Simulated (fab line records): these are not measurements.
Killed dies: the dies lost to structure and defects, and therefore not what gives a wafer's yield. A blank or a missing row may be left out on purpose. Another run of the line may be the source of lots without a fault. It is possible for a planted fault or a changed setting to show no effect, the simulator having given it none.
fab line records | flow nand_harc
record: lots: 11 wafers: 33 last_day: 24
route steps=1159 shown P_GATE@209 P_CONTACT@229 END@1159
lots that met no fault: from a run of the same line without faults
start_h: start of the lot's first displayed wafer, in hours after the record's first day | wait_h: how many hours have passed since the lot's step before this one | " repeats the value in the row above | L1.1+2: one row covering several wafers at once | - no value, or no start given | * or withheld: withheld | < > ~ a bound
route shown NAME@n: a module of which the file shows steps, and the number in the route of the first | usual: mean/standard deviation taken from wafers without a fault | same: alike in all rows | chamber/n: place in a boat | sites: the reading at each site | _std_site: how widely they spread, as a standard deviation | _edge_site: inner sites' mean taken away from outer sites' mean | radius_mm: how far each site lies from the wafer's centre | mask NAME#n: copy n | behind: the last tool/chamber to shape the wafer | hold: reason for holding the lot/hours on hold/outcome of the hold | device: whichever transistor did not switch (one of n, p or np) | end of line: the same wafers' tests at the end of the route | a step without rows: its recipe alone | killed: at the first sort, the dies lost to defects and structure; wafer yield is something else | map: dies across one wafer; x = killed, . = not, _ = none there
set.NAME: the run value of the setting; set.NAME@STEP: its run value at that earlier step | model.NAME: the simulator's own value behind a step, which no gauge read
route steps across a sampled set of lots; one table per step, one row per wafer
services: the hour from which a tool's chamber was out of use, counted from the record's first day as start_h (under 0 if before that day), plus the number of hours and why
== steps ==
step: NHARC_P_GATE_DEGAS_109
recipe: temp_c: 300 time_s: 60
usual: heater_power_w: 426/37 susceptor_temp_C: 300.01/0.18
columns lot.wafer tool chamber start_h wait_h heater_power_w susceptor_temp_C
L782.1 pvd_sputter-01 - 111.17 0.1 443 299.92
L782.2 " - " " 374 299.94
L782.5 " - " " 420 299.94
L783.4 pvd_sputter-01 - 120.02 0.1 431 300.20
L783.3 " - " " 373 300.23
L783.1 " - " " 440 300.04
L787.3 pvd_sputter-03 - 135.81 0.1 415 299.96
L787.1 " - " " 438 300.09
L787.4 " - " " 368 299.79
L795.2 pvd_sputter-03 - 186.24 0.1 443 300.23
L795.4 " - " " 412 300.08
L795.5 " - " " 450 299.91
L794.1 pvd_sputter-02 - 191.57 0.1 410 300.18
L794.3 " - " " 449 300.11
L794.6 " - " " 441 300.15
L796.2 pvd_sputter-02 - 194.68 0.1 524 299.97
L796.1 " - " " 441 299.90
L796.5 " - " " 433 299.69
L798.3 pvd_sputter-01 - 205.84 0.1 437 299.75
L798.5 " - " " 430 299.74
L798.6 " - " " 430 300.27
L799.4 pvd_sputter-01 - 209.64 0.1 407 300.07
L799.3 " - " " 430 299.89
L799.1 " - " " 415 300.30
L802.2 pvd_sputter-01 - 225.40 0.1 409 299.99
L802.1 " - " " 413 300.00
L802.6 " - " " 429 299.89
L801.4 pvd_sputter-01 - 225.78 0.1 425 299.71
L801.3 " - " " 417 300.00
L801.6 " - " " 427 300.13
L805.4 pvd_sputter-01 - 239.79 0.1 420 299.62
L805.2 " - " " 425 299.92
L805.6 " - " " 374 300.10
step: NHARC_P_CONTACT_EXPOSE_09
recipe: na: 1.35 target_cd_nm: 90 dose_mj: 81.26 mask_id: P_CA
usual: reticle_temp_C: 23.01/0.1
columns lot.wafer tool chamber start_h wait_h mask reticle_temp_C
L782.1 arfi_scanner-03 0 113.46 - P_CA#0 22.98
L782.2 " 0 " " P_CA#0 23.11
L782.5 " 0 " " P_CA#0 23.20
L783.1 arfi_scanner-03 0 122.59 - P_CA_R1#0 22.87
L783.3 " 0 " " P_CA_R1#0 22.87
L783.4 " 0 " " P_CA_R1#0 22.82
L787.1 arfi_scanner-03 0 138.12 - P_CA#0 22.85
L787.3 " 0 " " P_CA#0 22.85
L787.4 " 0 " " P_CA#0 22.91
L795.2 arfi_scanner-01 0 188.97 - P_CA#0 22.93
L795.4 " 0 " " P_CA#0 23.04
L795.5 " 0 " " P_CA#0 22.99
L794.1 arfi_scanner-03 0 194.01 - P_CA#0 23.04
L794.3 " 0 " " P_CA#0 22.93
L794.6 " 0 " " P_CA#0 23.11
L796.1 arfi_scanner-03 0 196.98 - P_CA#0 23.17
L796.2 " 0 " " P_CA#0 23.20
L796.5 " 0 " " P_CA#0 23.17
L798.3 arfi_scanner-03 0 208.29 - P_CA#0 22.78
L798.5 " 0 " " P_CA#0 22.73
L798.6 " 0 " " P_CA#0 22.87
L799.1 arfi_scanner-01 0 212.07 - P_CA#0 23.07
L799.3 " 0 " " P_CA#0 23.00
L799.4 " 0 " " P_CA#0 23.05
L802.1 arfi_scanner-02 0 227.78 - P_CA#0 23.05
L802.2 " 0 " " P_CA#0 23.11
L802.6 " 0 " " P_CA#0 22.94
L801.3 arfi_scanner-02 0 228.11 - P_CA#0 22.96
L801.4 " 0 " " P_CA#0 23.13
L801.6 " 0 " " P_CA#0 23.06
L805.2 arfi_scanner-02 0 242.43 - P_CA#0 23.05
L805.4 " 0 " " P_CA#0 23.05
L805.6 " 0 " " P_CA#0 23.06
step: NHARC_P_CONTACT_CD_MEAS_12
recipe: target_cd_nm: 90 landing_energy_ev: 500
usual: cd_nm: 89.9/0.51
columns lot.wafer tool chamber start_h wait_h cd_nm
L782.1 cd_sem-03 0 113.60 - 89.3
L782.2 " 0 " " 89.6
L782.5 " 0 " " 89.4
L783.1 cd_sem-02 0 122.73 - 91.9
L783.3 " 0 " " 91.4
L783.4 " 0 " " 91.2
L787.1 cd_sem-03 0 138.26 - 91.0
L787.3 " 0 " " 89.9
L787.4 " 0 " " 90.4
L795.2 cd_sem-02 0 189.11 - 89.7
L795.4 " 0 " " 89.4
L795.5 " 0 " " 89.7
L794.1 cd_sem-01 0 194.14 - 89.4
L794.3 " 0 " " 90.2
L794.6 " 0 " " 89.5
L796.1 cd_sem-02 0 197.12 - 89.8
L796.2 " 0 " " 88.7
L796.5 " 0 " " 88.6
L798.3 cd_sem-03 0 208.43 - 89.9
L798.5 " 0 " " 90.0
L798.6 " 0 " " 90.0
L799.1 cd_sem-01 0 212.20 - 89.9
L799.3 " 0 " " 89.8
L799.4 " 0 " " 89.7
L802.1 cd_sem-01 0 227.93 - 89.7
L802.2 " 0 " " 90.4
L802.6 " 0 " " 90.3
L801.3 cd_sem-02 0 228.24 - 89.5
L801.4 " 0 " " 89.3
L801.6 " 0 " " 89.7
L805.2 cd_sem-03 0 242.56 - 89.9
L805.4 " 0 " " 90.4
L805.6 " 0 " " 89.6
step: NHARC_P_CONTACT_DESCUM_17
recipe: time_s: 3 o2_flow_sccm: 200 ar_flow_sccm: 0 bias_power_w: 0 chemistry: O2
usual: drypump_motor_current_A: 5.6/0.49 oes_product_au: 1.000/0.0096 rf_vpp_V: 57.6/0.98 showerhead_plenum_p_Torr: 1.90/0.094 throttle_valve_pct: 11.310/0.0094
columns lot.wafer tool chamber start_h wait_h drypump_motor_current_A oes_product_au rf_hours_counter_h rf_vpp_V showerhead_plenum_p_Torr throttle_valve_pct
L782.2 rie_diel-02 0 113.79 0.1 5.6 1.003 13 57.8 1.85 11.303
L782.1 " 1 " " 6.0 0.988 12 57.3 1.85 11.324
L782.5 " 0 " " 5.5 1.009 - 57.1 1.85 11.310
L783.4 rie_diel-04 1 122.92 0.1 5.2 0.989 0 57.5 1.95 11.309
L783.3 " 3 " " 6.0 1.005 0 55.6 1.82 11.309
L783.1 " 0 " " 4.8 1.005 0 58.5 1.79 11.311
L787.3 rie_diel-02 3 138.45 0.1 5.8 0.980 13 58.2 2.03 11.312
L787.1 " 0 " " 5.5 0.999 16 56.6 1.85 11.307
L787.4 " 1 " " 6.0 0.997 15 56.7 1.84 11.310
L795.2 rie_diel-13 3 189.31 0.1 6.4 0.988 30 55.3 1.77 11.305
L795.4 " 0 " " 5.0 0.999 30 57.5 1.82 11.307
L795.5 " 1 " " 6.3 0.997 - 59.6 1.99 11.304
L794.1 rie_diel-04 0 194.42 0.1 4.8 1.010 8 57.6 1.78 11.311
L794.3 " 1 " " 5.2 0.983 9 57.8 1.95 11.310
L794.6 " 3 " " 6.0 1.009 - 56.1 1.82 11.326
L796.1 rie_diel-04 2 197.32 0.1 5.9 0.997 9 58.4 2.04 11.328
L796.2 " 3 " " 6.0 1.007 8 56.6 1.82 11.318
L796.5 " 0 " " 4.8 1.016 - 56.5 1.78 11.312
L798.3 rie_diel-04 3 208.63 0.1 6.0 1.008 9 56.9 1.82 11.316
L798.5 " 0 " " 4.8 1.005 - 57.5 1.78 11.303
L798.6 " 1 " " 5.2 0.989 - 58.1 1.95 11.313
L799.4 rie_diel-04 0 212.39 0.1 4.8 1.009 10 56.5 1.78 11.322
L799.1 " 1 " " 5.2 0.994 10 58.0 1.95 11.315
L799.3 " 2 " " 5.9 0.996 10 56.9 2.04 11.306
L802.1 rie_diel-02 1 228.11 0.1 6.0 1.015 5 58.2 1.84 11.322
L802.2 " 3 " " 5.8 0.992 5 59.5 2.03 11.314
L802.6 " 2 " " 6.2 1.001 - 58.0 1.83 11.295
L801.3 rie_diel-04 3 228.44 0.1 6.1 1.019 11 59.0 1.82 11.298
L801.4 " 2 " " 5.9 0.999 12 56.9 2.03 11.316
L801.6 " 0 " " 4.8 1.005 - 57.6 1.78 11.304
L805.4 rie_diel-02 3 242.76 0.1 5.8 0.991 7 61.2 2.03 11.325
L805.2 " 0 " " 5.6 0.986 7 58.6 1.85 11.314
L805.6 " 3 " " 5.8 1.000 - 57.2 2.03 11.317
step: NHARC_P_CONTACT_STRIP_28
recipe: o2_flow_sccm: 500 ar_flow_sccm: 0 bias_w: 0 chemistry: O2
usual: drypump_motor_current_A: 5.8/0.42 oes_product_au: 0.999/0.01 rf_vpp_V: 57.7/0.93 showerhead_plenum_p_Torr: 3.50/0.15 throttle_valve_pct: 17.037/0.0086
columns lot.wafer tool chamber start_h wait_h drypump_motor_current_A oes_product_au rf_hours_counter_h rf_vpp_V showerhead_plenum_p_Torr throttle_valve_pct
L782.2 rie_diel-13 0 114.77 0.1 5.0 1.016 3 57.0 3.38 17.043
L782.1 " 1 " " 6.2 1.004 3 57.1 3.68 17.040
L782.5 " 3 " " 6.4 0.986 - 56.9 3.30 17.039
L783.3 rie_diel-02 0 123.88 0.1 5.5 1.009 14 57.7 3.43 17.033
L783.4 " 1 " " 6.0 0.995 13 58.0 3.41 17.050
L783.1 " 2 " " 6.2 1.020 13 56.4 3.39 17.035
L787.1 rie_diel-04 2 139.39 0.1 5.9 1.003 2 58.2 3.74 17.032
L787.4 " 3 " " 6.0 1.003 2 57.2 3.36 17.032
L787.3 " 0 " " 4.8 1.006 2 56.9 3.31 17.036
L795.4 rie_diel-04 0 190.23 0.1 4.9 1.017 8 58.0 3.31 17.045
L795.2 " 2 " " 5.9 1.003 8 59.0 3.74 17.035
L795.5 " 1 " " 5.2 0.977 - 57.1 3.59 17.032
L794.3 rie_diel-02 2 195.36 0.1 6.2 0.992 2 59.0 3.39 17.036
L794.1 " 0 " " 5.6 1.001 2 58.4 3.42 17.028
L794.6 " 1 " " 6.0 1.005 - 57.7 3.41 17.047
L796.2 rie_diel-02 2 198.25 0.1 6.2 0.987 2 57.5 3.39 17.023
L796.1 " 0 " " 5.6 0.991 2 55.8 3.42 17.042
L796.5 " 2 " " 6.2 0.991 - 56.0 3.39 17.053
L798.3 rie_diel-04 1 209.58 0.1 5.2 0.998 10 58.7 3.59 17.034
L798.5 " 3 " " 6.1 1.009 - 58.0 3.36 17.035
L798.6 " 0 " " 4.8 1.002 - 58.9 3.31 17.030
L799.4 rie_diel-02 2 213.34 0.1 6.2 0.994 3 59.1 3.39 17.037
L799.1 " 3 " " 5.8 0.980 3 58.9 3.73 17.047
L799.3 " 0 " " 5.6 1.005 3 57.6 3.42 17.037
L802.2 rie_diel-02 2 229.11 0.1 6.2 0.991 5 57.2 3.38 17.027
L802.1 " 0 " " 5.5 0.993 6 57.9 3.42 17.041
L802.6 " 2 " " 6.2 0.992 - 56.5 3.38 17.036
L801.4 rie_diel-02 1 229.44 0.1 6.0 0.997 6 57.5 3.41 17.039
L801.3 " 2 " " 6.2 0.992 5 57.9 3.38 17.034
L801.6 " 0 " " 5.6 1.001 - 57.4 3.42 17.030
L805.4 rie_diel-13 3 243.74 0.1 6.4 0.983 50 56.8 3.27 17.035
L805.2 " 0 " " 5.0 1.026 50 56.0 3.36 17.033
L805.6 " 1 " " 6.3 1.000 - 59.6 3.65 17.034
step: NHARC_END_SORT_01
recipe: temp_c: 25
usual: killed_at_array: 27/9.3 killed_at_other: 0.9/1.3 killed_at_periphery: 3.6/2.7 killed_dies: 31/9.7 killed_open: 3.3/1.8 killed_short: 2.0/1.5
same: gross_dies: 677
columns lot.wafer tool chamber start_h wait_h killed_at_array killed_at_other killed_at_periphery killed_dies killed_open killed_short
L794.1 prober-02 0 531.16 2.5 31 1 4 36 4 2
L794.3 prober-02 0 532.76 3.1 28 0 1 29 6 0
L794.6 prober-02 0 535.15 4.0 29 1 1 31 1 3
killed by level:class
L794.1 A_SLIT:chamber_film_flake=12 A_CHANNEL_HOLE_D1:chamber_film_flake=9 A_ZERO_WELL:chamber_film_flake=2 A_CHANNEL_FILL_D1:chamber_film_flake=2 A_CONTACT:chamber_film_flake=2 P_M0:geometric_particle:short=1 P_M1:geometric_particle:open=1 P_M2:geometric_particle:open=1
L794.3 A_SLIT:chamber_film_flake=11 A_CHANNEL_HOLE_D1:chamber_film_flake=5 A_BLC:chamber_film_flake=5 A_CONTACT:geometric_particle:open=2 P_M2:geometric_particle:open=1 A_CHANNEL_HOLE_D1:geometric_particle:open=1 A_CHANNEL_FILL_D1:geometric_particle:open=1 A_WL_FILL:geometric_particle:open=1
L794.6 A_SLIT:chamber_film_flake=8 A_CONTACT:chamber_film_flake=7 A_BLC:chamber_film_flake=5 A_CHANNEL_HOLE_D1:chamber_film_flake=3 A_CHANNEL_FILL_D1:geometric_particle:short=1 A_WL_FILL:geometric_particle:short=1 A_CONTACT:geometric_particle:short=1 A_CONTACT:geometric_particle:open=1
== services ==
columns tool chamber start_h hours kind
arfi_scanner-01 - 89.50 2.4 repair
arfi_scanner-02 - 96.65 3.3 repair
rie_diel-13 - 99.00 9.0 pm
pvd_sputter-03 - 102.05 10.0 pm
arfi_scanner-03 - 107.59 0.7 repair
rie_diel-04 - 111.90 9.0 pm
arfi_scanner-03 - 112.21 0.5 repair
arfi_scanner-02 - 114.46 8.2 repair
rie_diel-13 3 126.88 5.4 repair
arfi_scanner-03 - 140.00 4.0 pm
arfi_scanner-03 - 144.20 0.5 repair
arfi_scanner-01 - 144.80 0.5 repair
rie_diel-02 - 150.78 9.0 pm
pvd_sputter-01 - 158.03 10.0 pm
arfi_scanner-03 - 186.73 2.8 repair
pvd_sputter-02 - 187.60 2.7 repair
rie_diel-02 - 192.06 0.7 repair
pvd_sputter-03 - 195.69 6.6 repair
arfi_scanner-01 - 196.00 4.0 pm
rie_diel-13 - 205.49 0.8 repair
arfi_scanner-02 - 207.77 0.4 repair
rie_diel-04 - 220.34 0.2 repair
pvd_sputter-03 - 226.36 4.4 repair
arfi_scanner-03 - 243.07 0.3 repair
== key ==
first_sign: step: NHARC_P_CONTACT_EXPOSE_09 reading: mask direction: changed
effect: step: NHARC_P_CONTACT_CD_MEAS_12 reading: cd_nm direction: up sigmas: 3.2 usual: 89.9 struck: 91.5
met_at NHARC_P_CONTACT_EXPOSE_09
struck_lots L783
tester_left_out L783
not_acting_at NHARC_P_GATE_DEGAS_109,NHARC_P_CONTACT_DESCUM_17,NHARC_P_CONTACT_STRIP_28
onset_between 113.46 122.59
fault: kind: wrong_mask tool: any chamber: - onset_h: 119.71 steps: NHARC_P_CONTACT_EXPOSE_09 aux_copy: P_CA_R1#0 cd_offset_nm: 1.5069 scope: struck_lots_only
tester_left_out: of these lots the tester's yield and bins aren't shown, on N5 and GAA mostly nor the transistor test; their killed dies are dies lost to structure and defects alone, not to doping, threshold or leakage, so they don't give the yield
